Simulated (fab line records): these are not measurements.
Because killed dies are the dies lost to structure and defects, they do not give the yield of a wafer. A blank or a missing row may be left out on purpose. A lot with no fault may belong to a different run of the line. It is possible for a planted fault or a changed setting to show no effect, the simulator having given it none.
Shared-tool check ; flow n5_finfet ; 9 lots and 27 wafers in the sample

## REASON IT WAS OPENED
At N5_BEOL_M4_INSPECT_59 the reading raw_defect_count is flagged on 2 of 9 lots. Wafers without a fault read 76, standard deviation 23.
Rule: flag the lot when none of its wafers has a number, or when each of its wafers that has one lies beyond 4 standard deviations from that mean. The rest of the lots are taken to be sound.

lot;measured;on;raw_defect_count, wafer by wafer;flag
L523;day 7 23:07;defect_inspect-02;62 107 91;
L524;day 8 14:23;defect_inspect-01;76 37 82;
L525;day 8 17:52;defect_inspect-02;79 47 65;
L533;day 11 06:44;defect_inspect-01;1158 1127 1210;FLAGGED
L535;day 11 10:37;defect_inspect-01;1219 1150 1200;FLAGGED
L541;day 12 13:55;defect_inspect-01;80 64 94;
L542;day 12 18:06;defect_inspect-02;90 99 48;
L545;day 13 15:38;defect_inspect-01;100 63 79;
L544;day 13 21:51;defect_inspect-02;67 69 50;
The mean of the flagged lots' numbers is 1177, +1101 from the usual (+48 standard deviations).

## TOOL THAT RAN EACH LOT
The record holds 2 process steps before the reading, out of a route of 1938 steps. Read each cell as the tool, then ch plus the chambers that the sampled wafers visited, then the start.
lot;flag;N5_BEOL_M4_ANNEAL_93;N5_BEOL_M4_DEP_57
L523;;pvd_sputter-02, day 7 21:41;pecvd-03 ch 0,1,2, day 7 23:01
L524;;pvd_sputter-02, day 8 12:56;pecvd-03 ch 0,1,2, day 8 14:17
L525;;pvd_sputter-02, day 8 16:26;pecvd-02 ch 0,1, day 8 17:46
L533;FLAGGED;pvd_sputter-03, day 11 05:11;pecvd-02 ch 0,1, day 11 06:38
L535;FLAGGED;pvd_sputter-01, day 11 09:11;pecvd-02 ch 1,2, day 11 10:31
L541;;pvd_sputter-01, day 12 12:13;pecvd-04 ch 0,1,2, day 12 13:49
L542;;pvd_sputter-01, day 12 16:14;pecvd-04 ch 0,1, day 12 18:01
L545;;pvd_sputter-02, day 13 14:10;pecvd-03 ch 0,1,2, day 13 15:33
L544;;pvd_sputter-02, day 13 20:24;pecvd-03 ch 0,1,2, day 13 21:45
What is done by these steps:
- N5_BEOL_M4_ANNEAL_93: time 240 s.
- N5_BEOL_M4_DEP_57: deposits SiCN from 3MS/NH3, target thk 8 nm, time 14 s.
- N5_BEOL_M4_INSPECT_59: inspects for defects (darkfield).

## FLAGGED OVER TOTAL, TOOL BY TOOL (the gauges that took the reading come last)
step;tool;lots run;flagged;share of the flagged lots;sound lots run after its first flagged lot
N5_BEOL_M4_ANNEAL_93;pvd_sputter-01;3;1;some;2 (L541,L542)
N5_BEOL_M4_ANNEAL_93;pvd_sputter-02;5;0;none;-
N5_BEOL_M4_ANNEAL_93;pvd_sputter-03;1;1;some;0
N5_BEOL_M4_DEP_57;pecvd-02;3;2;all;0
N5_BEOL_M4_DEP_57;pecvd-03;4;0;none;-
N5_BEOL_M4_DEP_57;pecvd-04;2;0;none;-
N5_BEOL_M4_INSPECT_59;defect_inspect-01;5;2;all;2 (L541,L545)
N5_BEOL_M4_INSPECT_59;defect_inspect-02;4;0;none;-

## WHAT IS ALLOWED BY THE TABLE
Every flagged lot went through 2 rows of the table: pecvd-02 at N5_BEOL_M4_DEP_57 and defect_inspect-01 at N5_BEOL_M4_INSPECT_59.
- pecvd-02 at N5_BEOL_M4_DEP_57 ran 3 lots, 2 of them flagged. Last sound lot L525 at day 8 17:46, first flagged lot L533 at day 11 06:38; a fault beginning in between fits.
- defect_inspect-01 at N5_BEOL_M4_INSPECT_59 ran 5 lots, 2 of them flagged. Lots that were sound ran on it after the first flagged one (L541, L545); a persistent fault on the entire tool would not allow that.
Just one tool remains: pecvd-02 at N5_BEOL_M4_DEP_57.

## WHAT THE SIMULATOR HAD PUT IN
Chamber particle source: pecvd-02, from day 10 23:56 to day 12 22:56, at N5_BEOL_M4_DEP_57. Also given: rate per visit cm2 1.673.
Shown lots that were struck: L533, L535. The rule above found the same.
